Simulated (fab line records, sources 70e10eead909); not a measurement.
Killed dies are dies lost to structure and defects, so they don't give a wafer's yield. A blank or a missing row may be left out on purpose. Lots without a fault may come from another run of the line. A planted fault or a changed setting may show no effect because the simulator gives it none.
A struck lot beside a sound one | flow nand_harc | 15 steps out of a route of 1302
Sound: wafers L849.1, L849.3, L849.6. Struck: wafers L850.1, L850.3, L850.6. The cause comes at the end.
At each step with rows: each side's tool, then ch and its chambers, then its first start. Under that, the readings that differ: sound wafers | struck wafers | difference of the means | sigmas: that difference in standard deviations of wafers without a fault.
alike: readings whose means differ by less than 2 such deviations, and words and numbers that are the same on both sides. not compared: withheld readings, readings that some wafer has no value for, bounds like >300 that may hide the same value, and numbers for which the record gives no deviation and whose values overlap.
The two part at a step that has a row with sigmas, a row that says differs or no value, or rows on one side only. Numbers that don't overlap but have no deviation are shown without sigmas and don't part them. A reading that every wafer of one side lacks parts them only if that side has two wafers or more.

first, 9 steps without rows for these wafers: NHARC_P_ZERO_WELL_STRIP_28 (strips in SPM, time 840 s); NHARC_P_ZERO_WELL_DEHYDRATE_29 (time 120 s); NHARC_P_ZERO_WELL_HMDS_30 (time 30 s); NHARC_P_ZERO_WELL_COAT_31; NHARC_P_ZERO_WELL_SOFTBAKE_32 (time 95 s); NHARC_P_ZERO_WELL_EBR_33; NHARC_P_ZERO_WELL_EXPOSE_34 (exposes mask P PWELL, target cd 720 nm); NHARC_P_ZERO_WELL_PEB_35 (peb time 85 s); NHARC_P_ZERO_WELL_DEVELOP_36 (time 70 s).
NHARC_P_ZERO_WELL_CD_MEAS_37: target cd 720 nm.
  sound on cd_sem-01 ch 0, day 4 03:02; struck on cd_sem-02 ch 0, day 4 11:59
  alike: cd_nm
then, 1 step without rows for these wafers: NHARC_P_ZERO_WELL_HARDBAKE_38 (time 80 s).
NHARC_P_ZERO_WELL_DESCUM_39: chemistry O2, time 3 s.
  sound on rie_diel-13 ch 0,1,3, day 4 03:18; struck on rie_diel-05 ch 0,1,3, day 4 12:08
  reading      | sound          | struck         | difference | sigmas
  rf_vpp_V (V) | 55.8 55.8 58.0 | 61.3 58.6 57.2 | +2.5       | +3
  alike: drypump_motor_current_A, oes_product_au, showerhead_plenum_p_Torr, throttle_valve_pct
  not compared: rf_hours_counter_h
NHARC_P_ZERO_WELL_IMPLANT_40:
  sound on implanter-01 ch 0, day 4 03:27; struck on implanter-01 ch 0, day 4 12:17
  reading            | sound                          | struck                       | difference | sigmas
  dose_ions_cm2      | 9.995e+12 1.0014e+13 9.984e+12 | 6.674e+12 6.68e+12 6.681e+12 | -3.319e+12 | -99 or more
  faraday_current_uA | 129.3 124.1 126.9              | 85.1 83.7 83.6               | -42.6      | -19
then, 1 step without rows for these wafers: NHARC_P_ZERO_WELL_IMPLANT_59.
-- the record jumps here: 22 days lie between the struck wafers' starts before and after (it left off in module P_ZERO_WELL and takes up again in module END, whose first step shown is number 1302 of the route) --
NHARC_END_SORT_01:
  the record has rows for the struck wafers here (prober-02 ch 0, day 26 16:41) and none for the sound ones

WHERE THEY PART
First at NHARC_P_ZERO_WELL_DESCUM_39; last, within this record, at NHARC_END_SORT_01.

WHY: what the simulator had put in
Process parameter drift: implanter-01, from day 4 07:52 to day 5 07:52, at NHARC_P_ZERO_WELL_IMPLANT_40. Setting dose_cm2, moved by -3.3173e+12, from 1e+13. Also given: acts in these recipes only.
